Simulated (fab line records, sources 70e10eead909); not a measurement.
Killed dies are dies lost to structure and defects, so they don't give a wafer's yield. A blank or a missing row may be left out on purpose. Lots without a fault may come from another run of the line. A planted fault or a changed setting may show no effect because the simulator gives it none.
fab line records | flow nand_harc
record lots=6 wafers=18 last_day=33
route steps=1302 shown A_SGD_CUT@895 A_SLIT@922 END@1302
lots that met no fault: from a run of the same line without faults
start_h: hours from the record's first day to the start of the lot's first wafer shown | wait_h: hours since the lot's step before | " the same as in the row above | L1.1+2: a row that stands for several wafers | - no value, or no start given | * or withheld: withheld | < > ~ a bound
route shown NAME@n: a module of which the file shows steps, and the number in the route of the first | usual: mean/standard deviation of fault-free wafers | same: alike in all rows | chamber/n: place in a boat | sites: the reading at each site | _std_site: their standard deviation | _edge_site: outer sites' mean less inner sites' | radius_mm: how far each site lies from the wafer's centre | mask NAME#n: copy n | behind: the tool/chamber that last shaped the wafer | hold: why the lot was held/for how many hours/how that ended | device: the transistor (n, p or np) that didn't switch | end of line: the same wafers' tests at the end of the route | a step without rows: its recipe alone | killed: dies lost to structure and defects at the first sort, not the wafer's yield | map: a wafer's dies, x killed, . not, _ none there
set.NAME: the setting as run; set.NAME@STEP: as run at that earlier step | model.NAME: the simulator's own value behind a step, which no gauge read
lots at some steps of the route; a table a step, a row a wafer
services: from which hour (start_h, from the record's first day; less than 0 if before it) a tool's chamber was out of use, for how many hours, and why
## steps
# step NHARC_A_SGD_CUT_COAT_03
# recipe spin_rpm=1500 resist_thk_nm=90
# step NHARC_A_SGD_CUT_SOFTBAKE_04
# recipe temp_c=105 time_s=55
# step NHARC_A_SGD_CUT_EBR_05
# step NHARC_A_SGD_CUT_EXPOSE_06
# recipe na=1.35 dose_mj=85.59 mask_id=SGD
# step NHARC_A_SGD_CUT_PEB_07
# recipe peb_temp_c=100 peb_time_s=65
# step NHARC_A_SGD_CUT_DEVELOP_08
# recipe develop_time_s=35 dev_temp_c=23
# step NHARC_A_SGD_CUT_CD_MEAS_09
# recipe target_cd_nm=100 landing_energy_ev=500
# usual cd_nm=99.9/0.41
# columns lot.wafer tool chamber start_h wait_h cd_nm
L911.1 cd_sem-02 0 544.27 - 99.3
L911.3 " 0 " " 99.8
L911.6 " 0 " " 99.7
L912.1 cd_sem-03 0 559.33 - 100.0
L912.2 " 0 " " 99.9
L912.4 " 0 " " 100.1
L916.3 cd_sem-02 0 590.45 - 100.1
L916.4 " 0 " " 100.0
L916.6 " 0 " " 99.2
L915.2 cd_sem-02 0 591.65 - 99.6
L915.3 " 0 " " 99.3
L915.4 " 0 " " 99.6
L920.4 cd_sem-01 0 628.95 - 100.0
L920.5 " 0 " " 99.8
L920.6 " 0 " " 100.0
L923.2 cd_sem-01 0 664.51 - 100.7
L923.5 " 0 " " 99.6
L923.6 " 0 " " 100.3
# step NHARC_A_SGD_CUT_OVL_MEAS_10
# usual overlay_x_nm=-0.1/0.77 overlay_y_nm=0.1/0.79
# columns lot.wafer tool chamber start_h wait_h overlay_x_nm overlay_y_nm
L911.1 overlay-01 - 544.35 - 0.0 -0.7
L911.3 " - " " -0.3 -0.1
L911.6 " - " " -0.2 -0.1
L912.1 overlay-02 - 559.41 - -0.1 1.0
L912.2 " - " " 0.1 0.9
L912.4 " - " " -0.6 1.4
L916.3 overlay-02 - 590.54 - 0.1 -0.9
L916.4 " - " " -0.2 -1.1
L916.6 " - " " -0.4 -0.8
L915.2 overlay-01 - 591.74 - -0.6 0.1
L915.3 " - " " -0.5 0.0
L915.4 " - " " -0.2 0.3
L920.4 overlay-02 - 629.03 - 0.6 0.6
L920.5 " - " " 1.1 0.4
L920.6 " - " " 1.0 0.6
L923.2 overlay-01 - 664.60 - -1.1 -0.1
L923.5 " - " " -0.3 -0.2
L923.6 " - " " -0.3 -0.1
# step NHARC_A_SGD_CUT_INSPECT_11
# usual raw_defect_count=56/30
# columns lot.wafer tool chamber start_h wait_h raw_defect_count
L911.1 defect_inspect-01 - 544.39 0.0 34
L911.3 " - " " 23
L911.6 " - " " 32
L912.1 defect_inspect-02 - 559.45 0.0 42
L912.2 " - " " 40
L912.4 " - " " 34
L916.3 defect_inspect-01 - 590.57 0.0 65
L916.4 " - " " 54
L916.6 " - " " 44
L915.2 defect_inspect-02 - 591.77 0.0 81
L915.3 " - " " 90
L915.4 " - " " 104
L920.4 defect_inspect-02 - 629.07 0.0 59
L920.5 " - " " 60
L920.6 " - " " 61
L923.2 defect_inspect-01 - 664.64 0.0 9
L923.5 " - " " 15
L923.6 " - " " 6
# step NHARC_A_SGD_CUT_DESCUM_14
# recipe time_s=3 o2_flow_sccm=200 ar_flow_sccm=0 bias_power_w=0 chemistry=O2
# step NHARC_A_SGD_CUT_ETCH_58
# recipe target_depth_a=390 over_etch_frac=0.3 time_s=65 ion_energy_ev=80 cf4_flow_sccm=150 ar_flow_sccm=0 rf_w=300 bias_w=100 chemistry=CF4
# step NHARC_A_SGD_CUT_ETCH_59
# recipe target_depth_a=2600 over_etch_frac=0.25 time_s=406.25 ion_energy_ev=200 n2_flow_sccm=150 h2_flow_sccm=150 ar_flow_sccm=0 rf_w=400 bias_w=150 chemistry=N2/H2
# usual drypump_motor_current_A=5.7/0.53 oes_product_au=0.996/0.0068 rf_vpp_V=431/3.1 showerhead_plenum_p_Torr=2.05/0.11 throttle_valve_pct=14.171/0.0087
# columns lot.wafer tool chamber start_h wait_h drypump_motor_current_A oes_product_au rf_hours_counter_h rf_vpp_V showerhead_plenum_p_Torr throttle_valve_pct
L911.3 rie_diel-13 1 - - 6.0 0.995 0.5 430 1.97 14.153
L911.1 " 2 " " 5.4 0.991 0.8 434 2.16 14.156
L911.6 " 1 " " 6.1 0.988 - 429 1.97 14.172
L912.1 rie_diel-02 1 - - 6.4 0.999 11.3 431 2.03 14.174
L912.4 " 2 " " 5.3 0.993 12.4 426 1.92 14.181
L912.2 " 0 " " 4.8 1.004 11.1 425 1.89 14.160
L916.3 rie_diel-13 0 - - 5.1 0.987 2.5 436 2.19 14.168
L916.4 " 1 " " 6.1 0.989 2.2 429 1.97 14.174
L916.6 " 0 " " 5.1 0.995 - 433 2.19 14.170
L915.2 rie_diel-13 0 - - 5.1 0.998 2.9 436 2.19 14.170
L915.4 " 1 " " 6.0 0.979 2.6 429 1.97 14.167
L915.3 " 2 " " 5.4 0.989 3.0 435 2.16 14.156
L920.4 rie_diel-05 1 - - 6.8 0.993 3.1 431 2.05 14.172
L920.5 " 1 " " 6.8 1.001 - 429 2.05 14.175
L920.6 " 2 " " 6.1 1.001 - 426 1.92 14.190
L923.2 rie_diel-13 3 - - 5.9 0.991 6.7 433 2.12 14.178
L923.5 " 3 " " 5.9 0.988 - 432 2.12 14.167
L923.6 " 0 " " 5.1 1.005 - 434 2.19 14.162
# step NHARC_A_SGD_CUT_ETCH_15
# recipe target_depth_a=750 time_s=64.3 ch3f_flow_sccm=50 o2_flow_sccm=30 ar_flow_sccm=200 rf_w=500 bias_w=100 chemistry=CH3F/O2
# usual drypump_motor_current_A=5.8/0.53 oes_product_au=0.959/0.017 rf_vpp_V=264.0/1.9 showerhead_plenum_p_Torr=2.47/0.12 throttle_valve_pct=20.663/0.009
# columns lot.wafer tool chamber start_h wait_h drypump_motor_current_A oes_product_au rf_hours_counter_h rf_vpp_V showerhead_plenum_p_Torr throttle_valve_pct
L911.3 rie_diel-13 1 544.93 - 6.1 0.961 0.7 262.2 2.38 20.664
L911.1 " 2 " " 5.4 0.974 1.0 265.6 2.59 20.662
L911.6 " 2 " " 5.4 0.967 - 265.6 2.59 20.663
L912.2 rie_diel-02 2 559.99 - 5.3 0.976 12.6 261.5 2.32 20.681
L912.1 " 3 " " 5.8 0.974 12.3 265.3 2.53 20.677
L912.4 " 1 " " 6.4 0.973 11.5 265.1 2.45 20.654
L916.3 rie_diel-13 2 591.11 - 5.4 0.972 2.8 266.6 2.59 20.667
L916.4 " 3 " " 5.9 0.978 2.9 266.5 2.55 20.659
L916.6 " 2 " " 5.4 0.957 - 266.5 2.59 20.670
L915.3 rie_diel-13 1 592.31 - 6.0 0.972 2.6 261.8 2.38 20.665
L915.4 " 2 " " 5.4 0.958 3.1 265.7 2.59 20.666
L915.2 " 3 " " 5.9 0.952 3.4 264.2 2.55 20.677
L920.4 rie_diel-05 2 629.62 - 6.1 0.970 3.4 261.5 2.32 20.648
L920.5 " 1 " " 6.8 0.959 - 263.2 2.47 20.667
L920.6 " 2 " " 6.1 0.958 - 261.3 2.32 20.659
L923.2 rie_diel-13 2 665.19 - 5.3 0.949 6.2 265.8 2.59 20.661
L923.6 " 0 " " 5.1 0.983 - 267.1 2.63 20.658
L923.5 " 1 " " 6.0 0.961 - 262.7 2.38 20.668
# step NHARC_A_SGD_CUT_ETCH_16
# recipe target_depth_a=3105 time_s=155.2 c4f8_flow_sccm=withheld o2_flow_sccm=8 ar_flow_sccm=withheld rf_w=600 bias_w=800 chemistry=C4F8/O2/Ar
# usual oes_product_au=0.970/0.014 rf_vpp_V=723/5
# columns lot.wafer tool chamber start_h wait_h oes_product_au rf_hours_counter_h rf_vpp_V
L911.3 rie_diel-13 2 - - 0.975 1.0 729
L911.1 " 3 " " 0.985 0.9 728
L911.6 " 1 " " 0.959 - 720
L912.4 rie_diel-02 1 - - 0.980 11.5 722
L912.1 " 2 " " 0.989 12.6 716
L912.2 " 0 " " 0.968 11.2 716
L916.4 rie_diel-13 2 - - 0.968 2.9 729
L916.3 " 1 " " 0.959 2.4 721
L916.6 " 2 " " 0.965 - 728
L915.3 rie_diel-13 1 - - 0.973 2.7 721
L915.4 " 3 " " 0.961 3.4 726
L915.2 " 0 " " 0.985 3.1 730
L920.4 rie_diel-05 0 - - 0.978 3.7 731
L920.6 " 2 " " 0.989 - 716
L920.5 " 3 " " 0.978 - 718
L923.2 rie_diel-13 3 - - 0.969 7.0 727
L923.5 " 0 " " 0.991 - 729
L923.6 " 1 " " 0.965 - 720
# step NHARC_A_SGD_CUT_STRIP_60
# recipe c4f8_flow_sccm=withheld o2_flow_sccm=8 ar_flow_sccm=withheld bias_w=0 chemistry=C4F8/O2/Ar
# step NHARC_A_SGD_CUT_STRIP_17
# recipe o2_flow_sccm=500 ar_flow_sccm=0 bias_w=0 chemistry=O2
# usual drypump_motor_current_A=5.8/0.53 oes_product_au=0.996/0.0075 rf_vpp_V=57.7/0.84 showerhead_plenum_p_Torr=3.53/0.17 throttle_valve_pct=17.037/0.0091
# columns lot.wafer tool chamber start_h wait_h drypump_motor_current_A oes_product_au rf_hours_counter_h rf_vpp_V showerhead_plenum_p_Torr throttle_valve_pct
L911.3 rie_diel-13 2 - - 5.4 0.987 1.1 57.3 3.71 17.026
L911.1 " 3 " " 5.9 0.988 1.0 56.6 3.65 17.033
L911.6 " 3 " " 5.9 0.991 - 58.0 3.65 17.038
L912.1 rie_diel-02 0 - - 4.9 0.996 11.2 56.8 3.29 17.039
L912.2 " 2 " " 5.3 0.999 12.7 57.5 3.34 17.045
L912.4 " 3 " " 5.9 0.997 12.3 56.5 3.63 17.032
L916.4 rie_diel-13 0 - - 5.1 0.988 2.7 58.1 3.77 17.028
L916.3 " 2 " " 5.4 0.979 2.9 57.5 3.71 17.049
L916.6 " 0 " " 5.1 0.988 - 57.8 3.77 17.039
L915.4 rie_diel-13 0 - - 5.1 0.993 3.1 59.7 3.77 17.036
L915.2 " 2 " " 5.4 0.986 3.2 57.7 3.71 17.039
L915.3 " 3 " " 5.9 0.987 3.4 59.0 3.65 17.018
L920.4 rie_diel-05 1 - - 6.7 0.986 3.3 58.3 3.54 17.027
L920.5 " 0 " " 6.1 0.995 - 58.1 3.76 17.042
L920.6 " 1 " " 6.7 1.002 - 59.6 3.54 17.032
L923.2 rie_diel-13 2 - - 5.4 1.004 6.3 57.3 3.71 17.026
L923.5 " 0 " " 5.1 0.997 - 57.8 3.77 17.035
L923.6 " 1 " " 6.0 1.001 - 57.5 3.41 17.035
# step NHARC_A_SGD_CUT_PRECLEAN_18
# recipe time_s=* temp_c=50 bath_age_min=0 chemistry=SC1
# step NHARC_A_SGD_CUT_SRD_19
# step NHARC_A_SGD_CUT_DEP_20
# recipe target_thk_a=1500 temp_c=65 material=SiO2
# step NHARC_A_SGD_CUT_ANNEAL_27
# recipe temp_c=450 time_s=1800
# step NHARC_A_SGD_CUT_CMP_21
# recipe target_thk_nm=148.19
# usual motor_current_A=12.5/0.99 time_to_endpoint_s=49.8/2.3
# columns lot.wafer tool chamber start_h wait_h motor_current_A time_to_endpoint_s
L911.1 cmp-01 3 550.40 0.4 13.1 47.2
L911.3 " 0 " " 12.9 48.5
L911.6 " 3 " " 12.7 45.9
L912.4 cmp-04 0 565.63 0.4 12.7 48.9
L912.1 " 2 " " 12.2 48.4
L912.2 " 3 " " 12.3 50.8
L915.3 cmp-02 2 596.63 0.4 12.2 47.7
L915.2 " 0 " " 12.1 48.1
L915.4 " 1 " " 12.3 47.5
L916.3 cmp-01 3 596.65 0.4 12.8 47.5
L916.4 " 0 " " 12.1 45.7
L916.6 " 0 " " 12.6 47.7
L920.4 cmp-02 0 634.90 0.4 11.9 45.8
L920.5 " 0 " " 12.2 49.4
L920.6 " 1 " " 12.2 49.6
L923.2 cmp-04 2 670.15 0.4 11.8 52.4
L923.5 " 2 " " 12.6 50.6
L923.6 " 3 " " 12.3 51.7
# step NHARC_A_SGD_CUT_THK_MEAS_22
# recipe thk_meas_gauge=ellipsometry
# usual thk_nm=148.3/1.3
# columns lot.wafer tool chamber start_h wait_h thk_nm
L911.1 film_metro-01 - 550.63 0.2 147.6
L911.3 " - " " 147.5
L911.6 " - " " 148.5
L912.1 film_metro-02 - 565.89 0.2 145.4
L912.2 " - " " 149.6
L912.4 " - " " 146.7
L915.2 film_metro-02 - 596.89 0.2 148.4
L915.3 " - " " 150.1
L915.4 " - " " 146.5
L916.3 film_metro-02 - 596.91 0.2 147.0
L916.4 " - " " 150.4
L916.6 " - " " 150.2
L920.4 film_metro-01 - 635.16 0.2 148.7
L920.5 " - " " 149.5
L920.6 " - " " 149.5
L923.2 film_metro-01 - 670.41 0.2 150.5
L923.5 " - " " 148.7
L923.6 " - " " 147.7
# step NHARC_A_SGD_CUT_SRD_23
# step NHARC_A_SGD_CUT_ETCH_26
# recipe target_depth_a=458 chemistry=dHF material=SiO2
# step NHARC_A_SGD_CUT_ETCHBACK_24
# recipe target_depth_a=500 over_etch_frac=0.3 time_s=92.857 ion_energy_ev=120 ch3f_flow_sccm=50 o2_flow_sccm=30 ar_flow_sccm=200 rf_w=500 bias_w=100 chemistry=CH3F/O2
# step NHARC_A_SGD_CUT_STRIP_28
# recipe time_s=20 o2_flow_sccm=500 ar_flow_sccm=0 bias_w=0 chemistry=O2
# step NHARC_A_SLIT_DEP_25
# recipe target_thk_a=2000 temp_c=400 pressure_torr=6.5 rf_w=900 teos_flow_sccm=161.4 flow_sccm=2650 target_thk_nm=200 gas=O2 material=SiO2
# step NHARC_A_SLIT_DEP_00
# recipe target_thk_a=62000 temp_c=400 material=aC
# usual throttle_valve_pct=35.000/0.0092
# columns lot.wafer tool chamber start_h wait_h throttle_valve_pct
L911.1 acl_dep-03 0 551.50 - 34.996
L911.3 " 0 552.76 - 35.004
L911.6 " 0 554.65 - 35.001
L912.1 acl_dep-01 0 566.76 - 34.995
L912.2 " 0 " " 35.003
L912.4 " 0 568.64 - 34.998
L915.2 acl_dep-01 0 599.57 - 34.993
L915.3 " 0 " " 35.003
L915.4 " 0 " " 34.992
L916.3 acl_dep-02 0 600.80 - 35.028
L916.4 " 0 " " 35.013
L916.6 " 0 602.68 - 35.004
L920.4 acl_dep-02 0 641.93 - 34.997
L920.5 " 0 " " 35.003
L920.6 " 0 " " 34.995
L923.2 acl_dep-01 0 671.93 - 34.994
L923.5 " 0 673.80 - 34.999
L923.6 " 0 " " 35.000
# step NHARC_A_SLIT_DEP_23
# recipe target_thk_a=1000 target_thk_nm=100 temp_c=400 pressure_torr=3.5 flow_sccm=200 rf_w=350 material=SiON
# step NHARC_A_SLIT_DEHYDRATE_01
# recipe temp_c=150 time_s=120
# step NHARC_A_SLIT_HMDS_02
# recipe time_s=30
# step NHARC_A_SLIT_COAT_03
# recipe spin_rpm=1500 resist_thk_nm=90
# step NHARC_A_SLIT_SOFTBAKE_04
# recipe temp_c=105 time_s=55
# step NHARC_A_SLIT_EBR_05
# step NHARC_A_SLIT_EXPOSE_06
# recipe na=1.35 dose_mj=60.82 mask_id=SLIT
# step NHARC_A_SLIT_PEB_07
# recipe peb_temp_c=100 peb_time_s=65
# step NHARC_A_SLIT_DEVELOP_08
# recipe develop_time_s=35 dev_temp_c=23
# step NHARC_A_SLIT_CD_MEAS_09
# recipe target_cd_nm=300 landing_energy_ev=500
# usual cd_nm=299.9/0.48
# columns lot.wafer tool chamber start_h wait_h cd_nm
L911.1 cd_sem-01 0 555.98 - 300.1
L911.3 " 0 " " 300.4
L911.6 " 0 " " 299.5
L912.1 cd_sem-02 0 571.10 - 299.7
L912.2 " 0 " " 299.5
L912.4 " 0 " " 299.5
L915.2 cd_sem-02 0 603.43 - 299.9
L915.3 " 0 " " 300.2
L915.4 " 0 " " 300.3
L916.3 cd_sem-03 0 603.88 - 300.4
L916.4 " 0 " " 299.9
L916.6 " 0 " " 299.8
L920.4 cd_sem-03 0 644.51 - 300.3
L920.5 " 0 " " 299.6
L920.6 " 0 " " 299.6
L923.2 cd_sem-03 0 675.62 - 299.7
L923.5 " 0 " " 300.0
L923.6 " 0 " " 300.2
# step NHARC_A_SLIT_OVL_MEAS_10
# usual overlay_x_nm=-0.1/0.72 overlay_y_nm=-0.2/0.95
# columns lot.wafer tool chamber start_h wait_h overlay_x_nm overlay_y_nm
L911.1 overlay-02 - 556.07 - -0.2 0.6
L911.3 " - " " -0.1 -0.4
L911.6 " - " " 0.0 0.3
L912.1 overlay-02 - 571.19 - -0.4 0.4
L912.2 " - " " -0.4 0.1
L912.4 " - " " -0.7 0.4
L915.2 overlay-01 - 603.51 - 0.0 0.5
L915.3 " - " " -0.4 -0.3
L915.4 " - " " -0.5 -0.3
L916.3 overlay-01 - 603.97 - -0.9 -2.1
L916.4 " - " " -0.1 -2.8
L916.6 " - " " -0.1 -2.5
L920.4 overlay-01 - 644.59 - 0.8 -0.8
L920.5 " - " " 0.9 -0.6
L920.6 " - " " 0.9 -0.9
L923.2 overlay-01 - 675.71 - -0.2 0.0
L923.5 " - " " 0.0 0.5
L923.6 " - " " 0.3 0.2
# step NHARC_A_SLIT_DESCUM_14
# recipe time_s=3 o2_flow_sccm=200 ar_flow_sccm=0 bias_power_w=0 chemistry=O2
# step NHARC_END_SORT_01
# recipe temp_c=25
# usual killed_at_array=55/17 killed_at_other=1.1/1.4 killed_at_periphery=3.9/3 killed_dies=59/17 killed_open=3.5/2 killed_short=2.6/1.6
# same gross_dies=677
# columns lot.wafer tool chamber start_h wait_h killed_at_array killed_at_other killed_at_periphery killed_dies killed_open killed_short
L911.1 prober-02 0 667.78 2.5 51 0 3 54 2 2
L911.3 prober-02 0 669.37 3.1 44 1 2 47 1 0
L911.6 prober-02 0 671.76 4.0 69 0 2 71 3 1
L912.1 prober-02 0 682.16 2.5 81 1 2 84 2 3
L912.2 prober-02 0 682.96 2.8 74 0 3 77 3 5
L912.4 prober-02 0 684.57 3.4 57 0 4 61 6 3
L915.2 prober-02 0 710.78 2.8 102 0 1 103 2 5
L915.3 prober-02 0 711.59 3.1 119 0 3 122 5 4
L915.4 prober-02 0 712.39 3.4 133 0 0 133 5 2
L916.3 prober-02 0 720.82 3.1 117 1 7 125 8 1
L916.4 prober-02 0 721.62 3.4 106 1 2 109 5 2
L916.6 prober-02 0 723.21 4.0 131 0 1 132 6 1
L920.4 prober-01 0 755.04 3.4 39 0 2 41 2 2
L920.5 prober-01 0 755.84 3.7 32 2 2 36 3 2
L920.6 prober-01 0 756.64 4.0 47 0 1 48 4 7
# killed by level:class
L911.1 A_SLIT:chamber_film_flake=28 A_CHANNEL_HOLE_D2:chamber_film_flake=10 A_CHANNEL_HOLE_D1:chamber_film_flake=3 P_M1:chamber_film_flake=2 P_GATE:geometric_particle:open=1 A_SOURCE_PLATE:geometric_particle:short=1 A_CHANNEL_FILL_D2:geometric_particle:open=1 A_M0:geometric_particle:short=1
L911.3 A_SLIT:chamber_film_flake=30 A_CHANNEL_HOLE_D2:chamber_film_flake=8 A_CHANNEL_HOLE_D1:chamber_film_flake=2 A_CONTACT:chamber_film_flake=2 P_GATE:chamber_film_flake=1 P_M1:chamber_film_flake=1 STARTING-WAFER:geometric_particle:open=1 A_DECK1_JOINT:chamber_film_flake=1
L911.6 A_SLIT:chamber_film_flake=33 A_CHANNEL_HOLE_D2:chamber_film_flake=18 A_CHANNEL_HOLE_D1:chamber_film_flake=6 A_WL_FILL:chamber_film_flake=3 A_CONTACT:chamber_film_flake=3 P_M1:chamber_film_flake=2 A_SOURCE_PLATE:geometric_particle:open=1 A_CHANNEL_FILL_D2:geometric_particle:open=1
L912.1 A_SLIT:chamber_film_flake=37 A_CHANNEL_HOLE_D2:chamber_film_flake=17 A_CHANNEL_HOLE_D1:chamber_film_flake=11 A_CONTACT:chamber_film_flake=4 P_M1:chamber_film_flake=2 A_CHANNEL_FILL_D2:chamber_film_flake=2 A_WL_FILL:chamber_film_flake=2 A_SOURCE_PLATE:geometric_particle:open=1
L912.2 A_SLIT:chamber_film_flake=33 A_CHANNEL_HOLE_D2:chamber_film_flake=16 A_CONTACT:chamber_film_flake=9 A_CHANNEL_HOLE_D1:chamber_film_flake=5 A_CHANNEL_FILL_D1:geometric_particle:open=2 A_CHANNEL_FILL_D2:chamber_film_flake=2 A_BONDPAD:chamber_film_flake=2 P_GATE:geometric_particle:short=1
L912.4 A_SLIT:chamber_film_flake=27 A_CHANNEL_HOLE_D2:chamber_film_flake=14 A_CONTACT:chamber_film_flake=4 A_ONON_D1:geometric_particle:open=2 A_ONON_D1:geometric_particle:short=2 P_CONTACT:geometric_particle:open=1 P_M1:geometric_particle:open=1 A_SOURCE_PLATE:geometric_particle:short=1
L915.2 A_SGD_CUT:unspecified=51 A_CHANNEL_HOLE_D2:chamber_film_flake=20 A_CHANNEL_HOLE_D1:chamber_film_flake=14 A_CHANNEL_FILL_D1:geometric_particle:short=5 A_SLIT:chamber_film_flake=4 A_CONTACT:chamber_film_flake=3 A_DECK1_JOINT:chamber_film_flake=2 A_WL_FILL:chamber_film_flake=2
L915.3 A_SGD_CUT:unspecified=65 A_CHANNEL_HOLE_D2:chamber_film_flake=20 A_CHANNEL_HOLE_D1:chamber_film_flake=16 A_CONTACT:chamber_film_flake=5 A_WL_FILL:chamber_film_flake=4 P_GATE:geometric_particle:open=2 A_CHANNEL_FILL_D2:geometric_particle:short=2 P_M2:geometric_particle:open=1
L915.4 A_SGD_CUT:unspecified=65 A_CHANNEL_HOLE_D2:chamber_film_flake=26 A_CHANNEL_HOLE_D1:chamber_film_flake=23 A_CONTACT:chamber_film_flake=5 A_DECK1_JOINT:chamber_film_flake=3 A_CHANNEL_FILL_D2:geometric_particle:open=2 A_ONON_D1:geometric_particle:short=1 A_ONON_D1:geometric_particle:open=1
L916.3 A_SGD_CUT:unspecified=54 A_SLIT:chamber_film_flake=30 A_CHANNEL_HOLE_D1:chamber_film_flake=25 P_M0:geometric_particle:open=2 P_M1:geometric_particle:open=2 P_STI:chamber_film_flake=2 A_CONTACT:chamber_film_flake=2 P_M0:geometric_particle:short=1
L916.4 A_SGD_CUT:unspecified=50 A_SLIT:chamber_film_flake=30 A_CHANNEL_HOLE_D1:chamber_film_flake=17 P_CONTACT:geometric_particle:open=2 A_CHANNEL_FILL_D2:geometric_particle:open=2 A_STAIRCASE:chamber_film_flake=2 A_ONON_D1:geometric_particle:short=1 A_CHANNEL_HOLE_D2:geometric_particle:open=1
L916.6 A_SGD_CUT:unspecified=62 A_SLIT:chamber_film_flake=32 A_CHANNEL_HOLE_D1:chamber_film_flake=23 A_CONTACT:chamber_film_flake=5 A_SOURCE_PLATE:geometric_particle:open=1 A_ONON_D1:geometric_particle:open=1 A_CHANNEL_FILL_D1:geometric_particle:open=1 A_CHANNEL_FILL_D2:geometric_particle:open=1
L920.4 A_CHANNEL_HOLE_D1:chamber_film_flake=27 A_SLIT:chamber_film_flake=3 A_CHANNEL_HOLE_D2:chamber_film_flake=3 A_STAIRCASE:chamber_film_flake=2 P_STI:geometric_particle:short=1 P_CONTACT:geometric_particle:open=1 A_CHANNEL_FILL_D1:geometric_particle:open=1 A_CONTACT:chamber_film_flake=1
L920.5 A_CHANNEL_HOLE_D1:chamber_film_flake=14 A_SLIT:chamber_film_flake=6 A_STAIRCASE:chamber_film_flake=4 A_CHANNEL_HOLE_D2:chamber_film_flake=2 A_CONTACT:chamber_film_flake=2 THIN_TSV:chamber_film_flake=2 P_CONTACT:geometric_particle:open=1 P_CONTACT:geometric_particle:short=1
L920.6 A_CHANNEL_HOLE_D1:chamber_film_flake=26 A_STAIRCASE:chamber_film_flake=4 A_SLIT:chamber_film_flake=4 A_ONON_D2:geometric_particle:short=3 A_ONON_D1:geometric_particle:open=2 A_DECK1_JOINT:geometric_particle:short=2 A_ONON_D1:geometric_particle:short=1 A_CHANNEL_FILL_D1:geometric_particle:short=1
# map L915.4 (x killed, . not)
____________.____________
_________xxx...._________
_______.xxxxx....._______
______x.xxxxx......______
_____...xxxx........_____
____...xxxx..........____
____......x..........____
___..............x...x___
___.x.................___
__......x............x.__
__....x.x..............__
_x..x.................x._
_......................x_
_..xx...........x....x.._
_.xxx..................._
_xxx...x.............x.._
..xxx................x...
.xxx..x..................
..xx.xx.......x..........
..x.x....................
..xx.....................
_......................._
_...x..................._
_......................._
_...........x...xx......_
_.............xxxxx.x..x_
__.............xxxx....__
__...........xxxxxx....__
___..........xxxxxx.x.___
___...x.......xxxxx...___
____.........xxxxxxxx____
____........xxxxxxxx.____
_____........xxxxxxx_____
______.......xxxxxx______
_______.......xxxx_______
_________....xxx_________
____________.____________
# map L916.6 (x killed, . not)
____________.____________
_________xxx...._________
_______xxxxxx....._______
______.xxxxx.......______
_____.xx.xx.x....x.._____
____...xxx...........____
____.....x...........____
___...................___
___...................___
__....x.............x..__
__.....................__
_......................x_
_.x..x.................x_
_..xxx.................x_
_x.xxx.................._
_xx.xx............x....x_
xxxxxx...........x.......
.xxxx....................
..xxxx..............x....
...xxx.x.................
...xx..........x.........
_......................._
_......................._
_...x..................._
_............x..x......._
_..............x.x......_
__............x.xx.....__
__............xxxxxx...__
___..........xxxxxxx..___
___..........x.xxxxxx.___
____........xxxxxxxxx____
____.........xxxxxxxx____
_____........xxxxxxx_____
______......x.xxxxx______
_______......xxxxx_______
_________.....xx_________
____________.____________
## services
# columns tool chamber start_h hours kind
cmp-02 - 526.55 4.0 pm
acl_dep-02 - 527.12 2.5 repair
rie_diel-13 0 528.08 - clean
rie_diel-13 1 528.08 - clean
rie_diel-13 2 528.08 - clean
rie_diel-13 1 530.45 3.8 repair
rie_diel-02 - 532.15 0.4 repair
acl_dep-01 - 551.26 13.0 pm
cmp-02 - 554.22 3.2 repair
cmp-04 - 555.30 0.7 repair
cmp-04 - 566.16 4.4 repair
rie_diel-02 - 570.70 9.0 pm
rie_diel-05 - 583.87 9.0 pm
cmp-04 - 585.14 1.2 repair
cmp-04 - 601.15 4.0 pm
cmp-01 - 603.64 4.0 pm
rie_diel-13 2 609.33 8.8 repair
acl_dep-02 - 610.81 13.0 pm
cmp-02 - 624.55 4.0 pm
cmp-04 - 637.47 1.3 repair
rie_diel-13 1 650.68 2.6 repair
rie_diel-05 0 651.53 7.3 repair
acl_dep-03 - 665.88 13.0 pm
cmp-02 - 666.23 1.8 repair
## key
first_sign step=NHARC_END_SORT_01 reading=killed_at_array direction=up sigmas=3.8 usual=55 struck=118
effect step=NHARC_END_SORT_01 reading=killed_dies direction=up sigmas=3.6 usual=59 struck=121
more_kills_born_at NHARC_A_SGD_CUT_ETCH_15@rie_diel-13=347
met_at NHARC_A_SGD_CUT_ETCH_15
struck_wafers L915.2,L915.3,L915.4,L916.3,L916.4,L916.6
tester_left_out L915,L916
onset_between 544.93 591.11
fault kind=chamber_particle_source tool=rie_diel-13 chamber=- onset_h=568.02 steps=NHARC_A_SGD_CUT_ETCH_15 rate_per_visit_cm2=0.59323 end_h=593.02
# tester_left_out: of these lots the tester's yield and bins aren't shown, on N5 and GAA mostly nor the transistor test; their killed dies are dies lost to structure and defects alone, not to doping, threshold or leakage, so they don't give the yield
